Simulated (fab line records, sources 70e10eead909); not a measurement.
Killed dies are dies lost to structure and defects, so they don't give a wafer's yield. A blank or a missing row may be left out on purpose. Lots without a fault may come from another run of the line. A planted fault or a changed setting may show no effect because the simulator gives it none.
Chamber matching | flow nand_harc | NHARC_P_GATE_STRIP_108 on rie_diel-11: 4 sister chambers
The step strips in O2. 4 wafers are shown with their chamber, then 12 later ones without.

WAFERS WITH THEIR CHAMBER
wafer  | chamber | showerhead_plenum_p_Torr (Torr)
L086.3 | 2       | 3.49
L085.2 | 1       | 3.45
L085.3 | 3       | 3.37
L085.6 | 0       | 3.30

WAFERS WITHOUT THEIR CHAMBER
wafer  | showerhead_plenum_p_Torr (Torr)
L088.1 | 3.37
L088.4 | 3.30
L088.5 | 3.37
L092.1 | 3.37
L092.2 | 3.29
L092.4 | 3.45
L094.1 | 3.37
L094.4 | 3.30
L094.6 | 3.37
L095.2 | 3.49
L095.3 | 3.29
L095.6 | 3.37

WHICH CHAMBER EACH WENT THROUGH
wafer  | from the rows above | in truth
L088.1 | 3                   | 3
L088.4 | 0                   | 0
L088.5 | 3                   | 3
L092.1 | 3                   | 3
L092.2 | 0                   | 0
L092.4 | 1                   | 1
L094.1 | 3                   | 3
L094.4 | 0                   | 0
L094.6 | 3                   | 3
L095.2 | 2                   | 2
L095.3 | 0                   | 0
L095.6 | 3                   | 3
Placed correctly: 12 of 12. Can't be placed from these rows: 0. Placed wrongly: 0.
How it was worked out, from the rows above alone: a wafer's distance from a chamber is the root of the sum, over the readings, of the square of ((its reading less the chamber's mean) divided by the reading's scatter). The wafer belongs to the nearest chamber; if the next one is less than 2 further off, it can't be placed. A chamber's mean is the mean of its shown wafers. The scatter: with one shown wafer a chamber, the root of the mean of the squares of how far each hidden wafer lies from its nearest shown one.
